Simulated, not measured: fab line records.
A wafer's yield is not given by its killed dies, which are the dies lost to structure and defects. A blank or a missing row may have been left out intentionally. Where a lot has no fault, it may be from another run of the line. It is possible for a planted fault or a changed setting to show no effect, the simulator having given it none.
fab line records	flow n5Finfet
record: lots: 5	wafers: 14	lastDay: 17
route steps=1938 shown HKMG_FIN@422 BEOL_M4@1111 PASSIVATION@1936
lots with no fault: from the same line, run without faults
startH: the number of hours between the record's first day and the start of the first shown wafer of the lot	waitH: how many hours have passed since the lot's step before this one	" identical to the entry in the row above	L1.1+2: several wafers, shown together as one row	- either no value or no given start	* or withheld: withheld	< > ~ a bound
route shown NAME@n: names a module that has steps shown in the file, with the first one's number in the route	usual: mean and standard deviation over wafers with no fault	same: alike in all rows	chamber/n: place in a boat	sites: per-site readings	_std_site: standard deviation of those values	_edge_site: mean of outer sites minus mean of inner sites	radiusMm: how far each site lies from the wafer's centre	mask NAME#n: copy n	behind: the tool/chamber that last shaped the wafer	hold: why the lot was held/for how many hours/how that ended	device: which transistor (n, p or np) failed to switch	end of line: the route-end tests of the same wafers	where a step has no rows: the recipe by itself	killed: the dies lost at the first sort to structure and to defects; this is not the yield of the wafer	map: a wafer's dies, marking killed ones x, the rest . and places with no die _
set.NAME: the run value of the setting; set.NAME@STEP: its run value at that earlier step	model.NAME: the simulator's own value behind a step, which no gauge read
lots seen at some steps along the route; tables by step, rows by wafer
services: the hour from which a tool's chamber was out of use, counted from the record's first day as startH (under 0 if before that day), plus the number of hours and why
== steps ==
step: N5_HKMG_FIN_COAT_29
recipe: resist: SOC	tempC: 250	timeS: 60	spinRpm: 1500	resistThkNm: 300
step: N5_HKMG_FIN_COAT_30
recipe: resist: SiARC	tempC: 220	timeS: 60	spinRpm: 1500	resistThkNm: 35
step: N5_HKMG_FIN_COAT_06
recipe: resist: CAR-ArF	spinRpm: 1500	resistThkNm: 90
step: N5_HKMG_FIN_EBR_08
recipe: solvent: PGMEA	ebrWidthMm: 1.5
step: N5_HKMG_FIN_SOFTBAKE_07
recipe: tempC: 110	timeS: 60	resist: CAR-ArF
step: N5_HKMG_FIN_EXPOSE_09
recipe: maskId: NWFM	na: 1.35	sourceShape: conventional	sigmaOuter: 0.8	polarization: unpolarized	doseMj: 39.25
step: N5_HKMG_FIN_PEB_10
recipe: pebTempC: withheld	pebTimeS: 60	resist: CAR-ArF
step: N5_HKMG_FIN_DEVELOP_11
recipe: developTimeS: 30	developer: TMAH	resist: CAR-ArF	devTempC: 23	rinseLiquid: diw	dry: airSpin
step: N5_HKMG_FIN_CD_MEAS_12
recipe: targetCdNm: 92.8	landingEnergyEv: 500	detector: seInlens
usual: cdNm: 92.7/0.84
lot.wafer	tool	chamber	startH	waitH	cdNm
L461.2	cdSem-03	0	82.21	-	92.2
L461.3	"	0	"	"	92.6
L461.5	"	0	"	"	93.6
L467.1	cdSem-03	0	124.62	-	94.0
L467.3	"	0	"	"	92.9
L467.4	"	0	"	"	92.9
L471.2	cdSem-02	0	161.03	-	91.7
L471.5	"	0	"	"	91.5
L471.6	"	0	"	"	91.4
L478.2	cdSem-01	0	187.69	-	92.3
L478.3	"	0	"	"	93.2
L478.5	"	0	"	"	93.2
L483.3	cdSem-03	0	217.83	-	93.1
L483.6	"	0	"	"	92.4
step: N5_HKMG_FIN_OVL_MEAS_13
recipe: pointsPerWafer: 44
usual: NWFM_OVL: -0.6/0.7
lot.wafer	tool	chamber	startH	waitH	NWFM_OVL[nm]
L461.2	overlay-01	0	82.24	0.0	-0.7
L461.3	"	0	"	"	-0.6
L461.5	"	0	"	"	-0.8
L467.1	overlay-02	0	124.65	0.0	-0.7
L467.3	"	0	"	"	-1.0
L467.4	"	0	"	"	-0.9
L471.2	overlay-01	0	161.06	0.0	-0.1
L471.5	"	0	"	"	-0.3
L471.6	"	0	"	"	-0.6
L478.2	overlay-02	0	187.72	0.0	0.3
L478.3	"	0	"	"	0.6
L478.5	"	0	"	"	-0.4
L483.3	overlay-01	0	217.86	0.0	-1.2
L483.6	"	0	"	"	-0.3
step: N5_HKMG_FIN_INSPECT_14
recipe: mode: adi	inspectInstrument: macro
usual: rawDefectCount: 2.1/1.4
lot.wafer	tool	chamber	startH	waitH	rawDefectCount
L461.2	defectInspect-01	-	82.27	0.0	3
L461.3	"	-	"	"	2
L461.5	"	-	"	"	1
L467.1	defectInspect-02	-	124.68	0.0	5
L467.3	"	-	"	"	1
L467.4	"	-	"	"	1
L471.2	defectInspect-02	-	161.09	0.0	3
L471.5	"	-	"	"	1
L471.6	"	-	"	"	2
L478.2	defectInspect-01	-	187.74	0.0	4
L478.3	"	-	"	"	2
L478.5	"	-	"	"	4
L483.3	defectInspect-02	-	217.89	0.0	2
L483.6	"	-	"	"	2
step: N5_HKMG_FIN_DESCUM_17
recipe: chemistry: O2	timeS: 7.9	sourcePowerW: 50	biasPowerW: 20	pressureMtorr: 20	rfFrequencyHz: 2.712e+07	tempC: 40	resist: CAR-ArF	o2FlowSccm: 225
usual: drypumpMotorCurrentA: 5.6/0.44	oesProductAu: 0.80/0.1	rfVppV: 243.3/1.1	showerheadPlenumPTorr: 2.11/0.055	throttleValvePct: 20.60/0.15
lot.wafer	tool	chamber	startH	waitH	drypumpMotorCurrentA	oesProductAu	rfHoursCounterH	rfVppV	showerheadPlenumPTorr	throttleValvePct
L461.2	rieDiel-04	1	82.54	0.3	5.2	0.94	7	244.3	2.03	20.35
L461.3	"	3	"	"	6.3	0.71	200	244.2	2.18	20.58
L461.5	"	0	"	"	4.8	0.90	-	243.4	2.15	20.44
L467.1	rieDiel-03	0	124.71	0.0	5.8	0.67	230	241.5	2.06	20.57
L467.3	"	2	"	"	5.3	0.70	211	244.2	2.16	20.69
L467.4	"	1	"	"	6.3	0.85	58	243.3	2.14	20.57
L471.2	rieDiel-04	3	161.12	0.0	6.3	0.69	227	243.6	2.17	20.62
L471.5	"	2	"	"	5.5	0.91	-	242.5	2.08	20.79
L471.6	"	1	"	"	5.3	0.87	-	243.5	2.02	20.37
L478.2	rieDiel-05	2	187.77	0.0	5.3	0.75	119	243.3	2.14	20.73
L478.3	"	3	"	"	5.8	0.69	183	243.0	2.10	20.90
L478.5	"	0	"	"	6.0	0.72	-	242.3	2.00	20.54
L483.3	rieDiel-03	3	217.92	0.0	5.5	0.89	39	242.1	2.13	20.44
L483.6	"	0	"	"	5.8	0.97	-	244.2	2.06	20.20
step: N5_HKMG_FIN_ETCH_31
recipe: chemistry: CF4	target: SiARC	targetDepthA: 455	maskMaterial: CAR-ArF	timeS: 75.8	ionEnergyEv: 80	pressureMtorr: 40	sourceW: 545	biasW: 36	Ar_flow_sccm: 100	cf4FlowSccm: 100	ends: cleared
usual: drypumpMotorCurrentA: 5.6/0.44	etchRfOnTimeS: 75.9/2.5	oesProductAu: 0.68/0.088	rfVppV: 184.2/1	showerheadPlenumPTorr: 2.15/0.047	throttleValvePct: 15.66/0.18
lot.wafer	tool	chamber	startH	waitH	drypumpMotorCurrentA	etchRfOnTimeS	oesProductAu	rfHoursCounterH	rfVppV	showerheadPlenumPTorr	throttleValvePct
L461.2	rieDiel-04	1	82.58	0.0	5.3	74.4	0.81	7	182.6	2.11	15.64
L461.3	"	3	"	"	6.2	75.8	0.62	200	185.4	2.20	15.61
L461.5	"	0	"	"	4.8	71.8	0.78	-	183.7	2.18	15.38
L467.1	rieDiel-03	0	124.75	0.0	5.8	78.8	0.58	230	183.7	2.13	15.89
L467.3	"	2	"	"	5.3	74.4	0.61	211	185.4	2.20	15.88
L467.4	"	1	"	"	6.3	77.9	0.72	58	184.9	2.16	15.50
L471.2	rieDiel-04	3	161.16	0.0	6.3	48.5	0.80	227	185.6	2.19	15.66
L471.5	"	2	"	"	5.5	73.8	0.78	-	183.6	2.07	15.50
L471.6	"	1	"	"	5.3	74.9	0.74	-	184.8	2.10	15.72
L478.2	rieDiel-05	2	187.81	0.0	5.3	78.7	0.64	119	184.5	2.14	15.48
L478.3	"	3	"	"	5.8	77.3	0.61	183	183.8	2.14	16.00
L478.5	"	0	"	"	5.9	78.1	0.60	-	181.6	2.04	15.70
L483.3	rieDiel-03	3	217.95	0.0	5.4	70.8	0.76	39	185.3	2.18	15.50
L483.6	"	0	"	"	5.8	78.0	0.81	-	184.0	2.13	15.43
step: N5_HKMG_FIN_ETCH_32
recipe: chemistry: N2/H2	target: SOC	targetDepthA: 2400	tempC: 40	timeS: 300	ionEnergyEv: 200	maskMaterial: SiARC	pressureMtorr: 30	sourceW: 840	biasW: 150	n2FlowSccm: 200	h2FlowSccm: 200
usual: drypumpMotorCurrentA: 5.6/0.45	h2FlowSccm: 200.0/0.6	oesProductAu: 0.80/0.1	rfVppV: 524.1/1.7	showerheadPlenumPTorr: 2.56/0.059	throttleValvePct: 17.95/0.22
lot.wafer	tool	chamber	startH	waitH	drypumpMotorCurrentA	h2FlowSccm	oesProductAu	rfHoursCounterH	rfVppV	showerheadPlenumPTorr	throttleValvePct
L461.2	rieDiel-04	1	82.63	0.0	5.3	200.0	0.94	7	522.5	2.53	18.10
L461.3	"	3	"	"	6.3	199.7	0.73	200	525.3	2.64	18.05
L461.5	"	0	"	"	4.8	200.2	0.91	-	526.5	2.55	17.36
L467.1	rieDiel-03	0	124.80	0.0	5.8	200.7	0.66	230	522.5	2.51	17.93
L467.3	"	2	"	"	5.4	199.4	0.71	211	526.9	2.62	17.98
L467.4	"	1	"	"	6.3	200.6	0.83	58	526.7	2.58	17.79
L471.2	rieDiel-04	3	161.21	0.0	6.2	200.7	0.71	227	525.5	2.63	18.07
L471.5	"	2	"	"	5.5	198.9	0.92	-	521.5	2.50	17.97
L471.6	"	1	"	"	5.3	199.9	0.87	-	522.5	2.52	18.15
L478.2	rieDiel-05	2	187.86	0.0	5.3	199.4	0.73	119	522.7	2.58	18.06
L478.3	"	3	"	"	5.8	200.3	0.70	183	523.5	2.51	18.10
L478.5	"	0	"	"	6.0	200.5	0.69	-	521.1	2.43	17.86
L483.3	rieDiel-03	3	218.01	0.0	5.5	199.6	0.91	39	525.6	2.60	17.98
L483.6	"	0	"	"	5.8	198.9	0.95	-	523.3	2.50	17.53
step: N5_BEOL_M4_RC_MEAS_101
usual: DIBL_N: 36.0/2	DIBL_P: 35.9/2.5	IOFF_N: 0.16/0.038	IOFF_P: 0.21/0.04	ION_N: 675/14	ION_P: 462/9.4	SS_N: 71.5/0.75	SS_P: 73.2/0.74	VT_N: 250/3.9	VT_P: -251/3.2
lot.wafer	tool	chamber	startH	waitH	DIBL_N[mV/V]	DIBL_P[mV/V]	IOFF_N[nA/um]	IOFF_P[nA/um]	ION_N[uA/um]	ION_P[uA/um]	SS_N[mV/dec]	SS_P[mV/dec]	VT_N[mV]	VT_P[mV]
L461.2	prober-01	0	163.85	0.2	35.3	33.3	0.17	0.21	670	460	70.8	73.4	247	-247
L461.3	"	0	"	"	36.4	33.8	0.18	0.21	686	460	72.1	73.5	247	-248
L461.5	"	0	"	"	33.5	31.9	0.14	0.18	663	461	71.0	72.3	246	-249
L467.1	prober-01	0	205.11	0.0	34.7	34.0	0.14	0.18	673	457	71.0	72.8	251	-253
L467.3	"	0	"	"	35.7	36.6	0.17	0.24	671	457	71.6	72.9	246	-248
L467.4	"	0	"	"	34.7	33.8	0.14	0.19	677	472	71.2	73.2	250	-252
L471.2	prober-02	0	249.62	0.2	35.8	38.4	0.15	0.21	672	461	71.3	73.0	251	-252
L471.5	"	0	"	"	37.5	38.2	0.17	0.21	671	453	72.0	73.8	248	-251
L471.6	"	0	"	"	35.7	38.0	0.14	0.21	654	455	71.7	73.3	252	-250
L478.2	prober-02	0	272.91	0.2	39.4	38.9	0.21	0.26	692	467	72.4	73.6	244	-247
L478.3	"	0	"	"	36.2	35.8	0.14	0.20	678	467	71.9	72.8	251	-249
L478.5	"	0	"	"	40.1	41.3	0.23	0.30	697	476	71.4	73.6	244	-247
L483.3	prober-01	0	311.61	0.3	38.4	37.9	0.19	0.23	675	459	72.2	74.6	250	-250
L483.6	"	0	"	"	36.5	35.5	0.15	0.18	667	451	71.5	72.7	254	-251
step: N5_PASSIVATION_PROBE_49
usual: defectLimitedYield: 91.3/1.5	killed_at_M0_to_M3: 33/12	killed_at_M4_up: 15/5.2	killedAtContacts: 12/5.1	killedAtFrontEnd: 39/11	killedAtOther: 5/3.6	killedDies: 103/18	killedOpen: 67/13	killedShort: 33/7.8	sort_bin_5_function: 5.1/0.96	sort_bin_6_memory: 3.2/0.71	sortNPass: 1077/18	sortYieldPct: 91.3/1.5
same: grossDies: 1180	killedAtBackSide: 0	sort_bin_4_leakage[%]: 0	sort_bin_8_speed[%]: 0
lot.wafer	tool	chamber	startH	waitH	defectLimitedYield[%]	killed_at_M0_to_M3	killed_at_M4_up	killedAtContacts	killedAtFrontEnd	killedAtOther	killedDies	killedOpen	killedShort	sort_bin_5_function[%]	sort_bin_6_memory[%]	sortNPass	sortYieldPct[%]
L467.1	prober-02	-	300.51	0.0	88.2	47	20	22	44	6	139	81	58	7.5	3.7	1041	88.2
L467.3	prober-02	-	300.61	0.1	91.4	38	12	16	29	7	102	62	37	5.1	3.3	1078	91.4
L467.4	prober-02	-	300.66	0.2	93.5	29	13	8	21	6	77	50	27	3.7	2.5	1103	93.5
L471.5	prober-02	-	348.65	0.2	91.5	26	17	11	43	3	100	57	28	4.3	2.5	1080	91.5
killed by level:class
L467.1 FIN_SAQP:geometricParticle:short=18 MOL_CONTACT_COAG:geometricParticle:open=16 BEOL_M0_SAQP:geometricParticle:short=15 BEOL_M0_SAQP:geometricParticle:open=11 BEOL_M3:geometricParticle:open=8 MOL_CONTACT_COAG:geometricParticle:short=6 BEOL_M2:geometricParticle:open=6 BEOL_M5:geometricParticle:open=5
L467.3 MOL_CONTACT_COAG:geometricParticle:open=11 BEOL_M0_SAQP:geometricParticle:open=11 BEOL_M0_SAQP:geometricParticle:short=10 BEOL_M3:geometricParticle:open=8 FIN_SAQP:geometricParticle:short=7 MOL_CONTACT_COAG:geometricParticle:short=5 FIN_SAQP:geometricParticle:open=4 STI_FIN_REVEAL:geometricParticle:open=4
L467.4 BEOL_M0_SAQP:geometricParticle:short=11 MOL_CONTACT_COAG:geometricParticle:open=8 BEOL_M0_SAQP:geometricParticle:open=8 BEOL_M4:geometricParticle:open=7 FIN_SAQP:geometricParticle:short=6 BEOL_M3:geometricParticle:open=6 FIN_SAQP:geometricParticle:open=4 MIM_TOP_ETCH:geometricParticle:open=3
L471.5 HKMG_FIN:areaEtch=15 BEOL_M2:geometricParticle:open=11 MOL_CONTACT_COAG:geometricParticle:open=10 BEOL_M4:geometricParticle:open=6 BEOL_M0_SAQP:geometricParticle:short=6 BEOL_M0_SAQP:geometricParticle:open=6 FIN_SAQP:geometricParticle:short=5 FIN_SAQP:geometricParticle:open=4
== services ==
tool	chamber	startH	hours	kind
rieDiel-05	0	63.64	5.0	repair
rieDiel-04	2	78.35	-	clean
rieDiel-04	2	78.35	-	consumableReplace:focusRing
rieDiel-04	2	78.35	20.8	scheduledDown
rieDiel-04	2	78.35	20.8	ventCycle
rieDiel-03	3	104.51	-	clean
rieDiel-03	3	104.51	-	consumableReplace:focusRing
rieDiel-03	3	104.51	17.2	scheduledDown
rieDiel-03	3	104.51	17.2	ventCycle
rieDiel-05	1	114.63	-	clean
rieDiel-05	1	114.63	-	consumableReplace:focusRing
rieDiel-05	1	114.63	18.1	scheduledDown
rieDiel-05	1	114.63	18.1	ventCycle
rieDiel-04	3	149.33	7.2	repair
rieDiel-04	2	169.75	12.7	repair
rieDiel-03	0	180.04	-	clean
rieDiel-03	0	180.04	-	consumableReplace:focusRing
rieDiel-03	0	180.04	25.4	scheduledDown
rieDiel-03	0	180.04	25.4	ventCycle
rieDiel-04	2	205.62	6.8	repair
== key ==
firstSign: step: N5_HKMG_FIN_ETCH_31	reading: etchRfOnTimeS	direction: down	sigmas: 11	usual: *	struck: *
effect none on later readings
metAt N5_HKMG_FIN_ETCH_31
struckWafers L471.2
baselineLoss: step: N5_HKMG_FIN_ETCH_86	wafers: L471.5
onsetBetween 82.58 161.16
fault: kind: processParameterDrift	tool: rieDiel-04	chamber: -	onsetH: 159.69	steps: N5_HKMG_FIN_ETCH_31	channel: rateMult	offset: 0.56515	shape: step	endH: 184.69	scope: struckWafersOnly
baselineLoss: these wafers lose ten dies or more at that step, a loss of the line's own and not of a fault; the sort's usual values leave them out
